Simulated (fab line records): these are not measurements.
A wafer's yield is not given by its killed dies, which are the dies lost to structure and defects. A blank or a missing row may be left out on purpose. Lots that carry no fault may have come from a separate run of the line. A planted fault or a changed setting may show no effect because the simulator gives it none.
Which of the tools did it? :: flow n5Finfet :: 30 wafers from 10 lots sampled at 5 of the route's 1938 steps

WHAT THE GAUGES READ, wafer by wafer
N5_BEOL_M4_RC_MEAS_101. Usual: DIBL_N 37.3 mV/V, standard deviation 2.3; DIBL_P 37.4 mV/V, standard deviation 2.9; IOFF_N 0.18 nA/um, standard deviation 0.045; IOFF_P 0.25 nA/um, standard deviation 0.054; ION_N 679 uA/um, standard deviation 15; ION_P 468 uA/um, standard deviation 9.7; SS_N 71.8 mV/dec, standard deviation 0.62; SS_P 73.6 mV/dec, standard deviation 0.76; VT_N 248 mV, standard deviation 4.1; VT_P -248 mV, standard deviation 3.6.
lot: L334
measured: day 7 19:43
on: prober-02
DIBL_N (mV/V): 40.0 36.8 42.1
DIBL_P (mV/V): 39.1 35.1 40.9
IOFF_N (nA/um): 0.22 0.16 0.27
IOFF_P (nA/um): 0.33 0.23 0.35
ION_N (uA/um): 686 680 691
ION_P (uA/um): 470 469 472
SS_N (mV/dec): 71.7 71.4 72.3
SS_P (mV/dec): 73.7 73.0 74.2
VT_N (mV): 242 249 243
VT_P (mV): -242 -248 -241
flag: 

lot: L336
measured: day 8 21:56
on: prober-02
DIBL_N (mV/V): 33.6 32.9 37.0
DIBL_P (mV/V): 32.9 33.4 36.0
IOFF_N (nA/um): 0.12 0.12 0.18
IOFF_P (nA/um): 0.20 0.20 0.24
ION_N (uA/um): 655 667 675
ION_P (uA/um): 456 469 464
SS_N (mV/dec): 71.0 70.7 71.3
SS_P (mV/dec): 73.3 72.9 73.5
VT_N (mV): 252 255 247
VT_P (mV): -247 -248 -249
flag: 

lot: L340
measured: day 9 22:19
on: prober-02
DIBL_N (mV/V): 34.8 36.0 33.0
DIBL_P (mV/V): 33.3 36.1 31.3
IOFF_N (nA/um): 0.13 0.16 0.11
IOFF_P (nA/um): 0.20 0.25 0.18
ION_N (uA/um): 670 673 672
ION_P (uA/um): 466 460 465
SS_N (mV/dec): 70.5 71.8 70.0
SS_P (mV/dec): 74.2 74.5 73.2
VT_N (mV): 250 247 253
VT_P (mV): -251 -249 -251
flag: 

lot: L342
measured: day 10 00:09
on: prober-02
DIBL_N (mV/V): 40.4 38.3 38.9
DIBL_P (mV/V): 39.5 36.6 38.0
IOFF_N (nA/um): 0.25 0.18 0.20
IOFF_P (nA/um): 0.31 0.26 0.27
ION_N (uA/um): 708 667 701
ION_P (uA/um): 483 464 481
SS_N (mV/dec): 72.6 71.1 72.2
SS_P (mV/dec): 74.4 73.6 73.5
VT_N (mV): 242 246 245
VT_P (mV): -243 -245 -245
flag: 

lot: L343
measured: day 10 02:01
on: prober-02
DIBL_N (mV/V): 39.1 38.3 41.6
DIBL_P (mV/V): 39.9 37.7 44.0
IOFF_N (nA/um): 0.21 0.19 0.27
IOFF_P (nA/um): 0.28 0.24 0.34
ION_N (uA/um): 685 680 706
ION_P (uA/um): 467 461 480
SS_N (mV/dec): 71.8 71.5 73.0
SS_P (mV/dec): 74.1 72.9 75.6
VT_N (mV): 245 248 244
VT_P (mV): -247 -249 -245
flag: 

lot: L344
measured: day 10 19:53
on: prober-01
DIBL_N (mV/V): 36.9 32.6 36.2
DIBL_P (mV/V): 38.9 32.7 38.4
IOFF_N (nA/um): 0.18 0.11 0.19
IOFF_P (nA/um): 0.25 0.16 0.25
ION_N (uA/um): 673 675 692
ION_P (uA/um): 462 461 472
SS_N (mV/dec): 72.5 70.8 72.3
SS_P (mV/dec): 73.3 72.4 73.1
VT_N (mV): 247 258 246
VT_P (mV): -249 -254 -246
flag: 

lot: L347
measured: day 11 20:29
on: prober-02
DIBL_N (mV/V): 39.9 33.8 36.5
DIBL_P (mV/V): 41.6 33.4 36.2
IOFF_N (nA/um): 0.25 0.12 0.15
IOFF_P (nA/um): 0.33 0.18 0.22
ION_N (uA/um): 703 675 658
ION_P (uA/um): 481 470 465
SS_N (mV/dec): 71.6 71.2 71.5
SS_P (mV/dec): 73.8 72.9 73.8
VT_N (mV): 245 252 253
VT_P (mV): -243 -251 -247
flag: 

lot: L355
measured: day 13 07:53
on: prober-02
DIBL_N (mV/V): 40.7 35.8 39.5
DIBL_P (mV/V): 41.8 35.6 41.2
IOFF_N (nA/um): 0.23 0.14 0.22
IOFF_P (nA/um): 0.30 0.20 0.28
ION_N (uA/um): 679 662 677
ION_P (uA/um): 467 462 464
SS_N (mV/dec): 72.8 71.7 73.2
SS_P (mV/dec): 73.9 73.1 74.6
VT_N (mV): 244 252 246
VT_P (mV): -248 -252 -249
flag: 

lot: L356
measured: day 13 12:40
on: prober-01
DIBL_N (mV/V): 38.2 38.9 34.8
DIBL_P (mV/V): 37.6 41.0 34.9
IOFF_N (nA/um): 0.17 0.22 0.12
IOFF_P (nA/um): 0.22 0.31 0.19
ION_N (uA/um): 663 688 654
ION_P (uA/um): 455 470 460
SS_N (mV/dec): 72.4 72.6 71.5
SS_P (mV/dec): 73.6 74.6 73.9
VT_N (mV): 254 244 257
VT_P (mV): -252 -246 -251
flag: 

lot: L357
measured: day 13 13:46
on: prober-02
DIBL_N (mV/V): 38.2 37.2 34.7
DIBL_P (mV/V): 36.8 36.0 33.0
IOFF_N (nA/um): 0.19 0.18 0.13
IOFF_P (nA/um): 0.30 0.26 0.21
ION_N (uA/um): 680 681 675
ION_P (uA/um): 476 468 472
SS_N (mV/dec): 71.5 71.3 71.0
SS_P (mV/dec): 73.7 73.0 72.6
VT_N (mV): 246 246 251
VT_P (mV): -242 -246 -248
flag: 

EACH LOT AND THE TOOL THAT RAN IT (in order: tool; ch and the chambers of the sampled wafers; start)
lot: L334
N5_HKMG_FIN_ALD_91: aldMetal-02 ch 0,2, day 4 05:15
N5_HKMG_FIN_ALD_71: aldMetal-01 ch 0,1,2, day 4 06:23
N5_HKMG_FIN_CMP_23: cmp-02 ch 1,2,3, day 4 08:07
N5_HKMG_FIN_CMP_94: cmp-02 ch 1,2,3, day 4 08:36

lot: L336
N5_HKMG_FIN_ALD_91: aldMetal-03 ch 1,2, day 4 16:45
N5_HKMG_FIN_ALD_71: aldMetal-01 ch 0,3, day 4 17:54
N5_HKMG_FIN_CMP_23: cmp-03 ch 1,2,3, day 4 19:49
N5_HKMG_FIN_CMP_94: cmp-03 ch 1,2,3, day 4 20:12

lot: L340
N5_HKMG_FIN_ALD_91: aldMetal-02 ch 1,3, day 6 04:43
N5_HKMG_FIN_ALD_71: aldMetal-02 ch 0,1, day 6 05:50
N5_HKMG_FIN_CMP_23: cmp-03 ch 0,1,3, day 6 07:38
N5_HKMG_FIN_CMP_94: cmp-03 ch 0,1,3, day 6 08:04

lot: L342
N5_HKMG_FIN_ALD_91: aldMetal-03 ch 0,1,3, day 6 05:46
N5_HKMG_FIN_ALD_71: aldMetal-02 ch 1,2, day 6 06:51
N5_HKMG_FIN_CMP_23: cmp-03 ch 2,3, day 6 08:45
N5_HKMG_FIN_CMP_94: cmp-03 ch 2,3, day 6 09:11

lot: L343
N5_HKMG_FIN_ALD_91: aldMetal-01 ch 0,2,3, day 6 16:06
N5_HKMG_FIN_ALD_71: aldMetal-02 ch 0,3, day 6 17:10
N5_HKMG_FIN_CMP_23: cmp-04 ch 0,1,3, day 6 19:11
N5_HKMG_FIN_CMP_94: cmp-04 ch 0,1,3, day 6 19:34

lot: L344
N5_HKMG_FIN_ALD_91: aldMetal-01 ch 0,3, day 6 23:15
N5_HKMG_FIN_ALD_71: aldMetal-03 ch 0,2,3, day 7 00:19
N5_HKMG_FIN_CMP_23: cmp-04 ch 1,2,3, day 7 02:02
N5_HKMG_FIN_CMP_94: cmp-04 ch 1,2,3, day 7 02:31

lot: L347
N5_HKMG_FIN_ALD_91: aldMetal-01 ch 0,1,3, day 7 10:01
N5_HKMG_FIN_ALD_71: aldMetal-01 ch 2,3, day 7 11:19
N5_HKMG_FIN_CMP_23: cmp-04 ch 0,1,3, day 7 13:05
N5_HKMG_FIN_CMP_94: cmp-04 ch 0,1,3, day 7 13:28

lot: L355
N5_HKMG_FIN_ALD_91: aldMetal-03 ch 0,1,3, day 9 10:15
N5_HKMG_FIN_ALD_71: aldMetal-02 ch 1,2, day 9 11:20
N5_HKMG_FIN_CMP_23: cmp-03 ch 1,2, day 9 13:02
N5_HKMG_FIN_CMP_94: cmp-03 ch 1,2, day 9 13:28

lot: L356
N5_HKMG_FIN_ALD_91: aldMetal-02 ch 2,3, day 9 19:46
N5_HKMG_FIN_ALD_71: aldMetal-03 ch 0,1, day 9 20:55
N5_HKMG_FIN_CMP_23: cmp-03 ch 0,3, day 9 22:42
N5_HKMG_FIN_CMP_94: cmp-03 ch 0,3, day 9 23:11

lot: L357
N5_HKMG_FIN_ALD_91: aldMetal-02 ch 0,2,3, day 10 02:32
N5_HKMG_FIN_ALD_71: aldMetal-02 ch 0,2,3, day 10 03:42
N5_HKMG_FIN_CMP_23: cmp-04 ch 0,1, day 10 05:40
N5_HKMG_FIN_CMP_94: cmp-04 ch 0,1, day 10 06:05
- N5_HKMG_FIN_ALD_91: deposits TiN, target thk 1 nm, pulse time 1 s, purge time 3 s.
- N5_HKMG_FIN_ALD_71: deposits TiN, target thk 1 nm, pulse time 1 s, purge time 3 s.
- N5_HKMG_FIN_CMP_23: polishes, stops on SiNx, t overpolish 10 s, target thk 46.326 nm.
- N5_HKMG_FIN_CMP_94: polishes, stops on SiNx, t overpolish 4.7 s, target thk 43.299 nm.

WHAT THE TOOLS THEMSELVES READ (means of the sampled wafers that have a number; where no wafer has one, the mark that the record gives instead)
N5_HKMG_FIN_ALD_91. Usual: heaterPowerW 948 W, standard deviation 83; precursorPulseHeightRel 1.001, standard deviation 0.021.
lot: L334
tool: aldMetal-02
heaterPowerW (W): 938
precursorPulseHeightRel: 1.004
flag: 

lot: L336
tool: aldMetal-03
heaterPowerW (W): 1037
precursorPulseHeightRel: 0.998
flag: 

lot: L340
tool: aldMetal-02
heaterPowerW (W): 864
precursorPulseHeightRel: 1.001
flag: 

lot: L342
tool: aldMetal-03
heaterPowerW (W): 998
precursorPulseHeightRel: 1.006
flag: 

lot: L343
tool: aldMetal-01
heaterPowerW (W): 1023
precursorPulseHeightRel: 0.996
flag: 

lot: L344
tool: aldMetal-01
heaterPowerW (W): 1067
precursorPulseHeightRel: 1.019
flag: 

lot: L347
tool: aldMetal-01
heaterPowerW (W): 980
precursorPulseHeightRel: 1.003
flag: 

lot: L355
tool: aldMetal-03
heaterPowerW (W): 992
precursorPulseHeightRel: 1.017
flag: 

lot: L356
tool: aldMetal-02
heaterPowerW (W): 943
precursorPulseHeightRel: 0.999
flag: 

lot: L357
tool: aldMetal-02
heaterPowerW (W): 913
precursorPulseHeightRel: 1.016
flag: 

N5_HKMG_FIN_ALD_71. Usual: heaterPowerW 944 W, standard deviation 85; precursorPulseHeightRel 1.002, standard deviation 0.019.
lot: L334
tool: aldMetal-01
heaterPowerW (W): 988
precursorPulseHeightRel: 1.000
flag: 

lot: L336
tool: aldMetal-01
heaterPowerW (W): 1008
precursorPulseHeightRel: 0.997
flag: 

lot: L340
tool: aldMetal-02
heaterPowerW (W): 870
precursorPulseHeightRel: 0.987
flag: 

lot: L342
tool: aldMetal-02
heaterPowerW (W): 903
precursorPulseHeightRel: 1.004
flag: 

lot: L343
tool: aldMetal-02
heaterPowerW (W): 881
precursorPulseHeightRel: 0.996
flag: 

lot: L344
tool: aldMetal-03
heaterPowerW (W): 925
precursorPulseHeightRel: 1.008
flag: 

lot: L347
tool: aldMetal-01
heaterPowerW (W): 967
precursorPulseHeightRel: 1.005
flag: 

lot: L355
tool: aldMetal-02
heaterPowerW (W): 923
precursorPulseHeightRel: 1.010
flag: 

lot: L356
tool: aldMetal-03
heaterPowerW (W): 985
precursorPulseHeightRel: 0.994
flag: 

lot: L357
tool: aldMetal-02
heaterPowerW (W): 906
precursorPulseHeightRel: 1.004
flag: 

N5_HKMG_FIN_CMP_23. Usual: edgeZonePressureFrac 1.000, standard deviation 0.0046; motorCurrentA 12.3 A, standard deviation 0.76; overpolishRunS 10.001 s, standard deviation 0.01; timeToEndpointS 12.5 s, standard deviation 2.
lot: L334
tool: cmp-02
edgeZonePressureFrac: 1.001
motorCurrentA (A): 12.4
overpolishRunS (s): 10.007
timeToEndpointS (s): 13.7
flag: 

lot: L336
tool: cmp-03
edgeZonePressureFrac: 0.996
motorCurrentA (A): 12.9
overpolishRunS (s): 10.003
timeToEndpointS (s): 12.0
flag: 

lot: L340
tool: cmp-03
edgeZonePressureFrac: 1.000
motorCurrentA (A): 12.8
overpolishRunS (s): 9.999
timeToEndpointS (s): 12.6
flag: 

lot: L342
tool: cmp-03
edgeZonePressureFrac: 0.999
motorCurrentA (A): 12.8
overpolishRunS (s): 10.002
timeToEndpointS (s): 11.6
flag: 

lot: L343
tool: cmp-04
edgeZonePressureFrac: 1.008
motorCurrentA (A): 12.1
overpolishRunS (s): 9.994
timeToEndpointS (s): 12.3
flag: 

lot: L344
tool: cmp-04
edgeZonePressureFrac: 0.997
motorCurrentA (A): 12.3
overpolishRunS (s): 10.002
timeToEndpointS (s): 11.7
flag: 

lot: L347
tool: cmp-04
edgeZonePressureFrac: 1.001
motorCurrentA (A): 12.1
overpolishRunS (s): 9.992
timeToEndpointS (s): 13.0
flag: 

lot: L355
tool: cmp-03
edgeZonePressureFrac: 0.998
motorCurrentA (A): 12.8
overpolishRunS (s): 6.332
timeToEndpointS (s): 22.2
flag: OFF

lot: L356
tool: cmp-03
edgeZonePressureFrac: 0.999
motorCurrentA (A): 12.6
overpolishRunS (s): 4.689
timeToEndpointS (s): 24.1
flag: OFF

lot: L357
tool: cmp-04
edgeZonePressureFrac: 1.007
motorCurrentA (A): 11.3
overpolishRunS (s): 10.006
timeToEndpointS (s): 9.6
flag: 

N5_HKMG_FIN_CMP_94. Usual: edgeZonePressureFrac 1.000, standard deviation 0.0049; motorCurrentA 12.4 A, standard deviation 0.8.
lot: L334
tool: cmp-02
edgeZonePressureFrac: 1.000
motorCurrentA (A): 12.9
flag: 

lot: L336
tool: cmp-03
edgeZonePressureFrac: 1.002
motorCurrentA (A): 13.3
flag: 

lot: L340
tool: cmp-03
edgeZonePressureFrac: 1.002
motorCurrentA (A): 12.6
flag: 

lot: L342
tool: cmp-03
edgeZonePressureFrac: 0.997
motorCurrentA (A): 12.9
flag: 

lot: L343
tool: cmp-04
edgeZonePressureFrac: 0.998
motorCurrentA (A): 11.8
flag: 

lot: L344
tool: cmp-04
edgeZonePressureFrac: 1.002
motorCurrentA (A): 12.0
flag: 

lot: L347
tool: cmp-04
edgeZonePressureFrac: 1.000
motorCurrentA (A): 11.6
flag: 

lot: L355
tool: cmp-03
edgeZonePressureFrac: 1.001
motorCurrentA (A): 12.2
flag: 

lot: L356
tool: cmp-03
edgeZonePressureFrac: 1.001
motorCurrentA (A): 12.4
flag: 

lot: L357
tool: cmp-04
edgeZonePressureFrac: 0.994
motorCurrentA (A): 11.4
flag: 

THE ANSWER, worked out from the rows above alone
Rule: a lot counts as off when the mean over its wafers that have a number is more than 3 standard deviations away from the usual mean. A lot without any number at a reading at which 4 lots or more have one is off too. The other lots that the step has rows for count as sound. After the gauges, taken in route order, come the tools' own readings; for these a lot's mean is taken, as printed above. The first step at which some lot is off is used, and at that step the reading that is off furthest; a lot without a number counts as furthest.
Off at N5_HKMG_FIN_CMP_23 (overpolishRunS): L355, L356.
If a tool, at that step or one of the process steps before it, ran each lot that is off and ran no sound lot following the first of them, it fits. One fits: cmp-03 at N5_HKMG_FIN_CMP_23. Its last sound lot is L342 (day 6 08:45), its first lot that is off L355 (day 9 13:02): a fault that began between those two fits.
The tool's own readings at N5_HKMG_FIN_CMP_23 bear it out: on the lots that are off they differ by more than 5 times the standard deviation of the sound lots' means. overpolishRunS reads 5.511 s there against 10.001 s on the sound lots; timeToEndpointS reads 23.1 s there against 12.1 s on the sound lots.

WHAT HAD BEEN PUT IN BY THE SIMULATOR
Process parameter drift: cmp-03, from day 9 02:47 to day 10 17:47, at N5_HKMG_FIN_CMP_23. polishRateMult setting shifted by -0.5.
Shown lots that were struck: L355, L356. The rule above found the same.
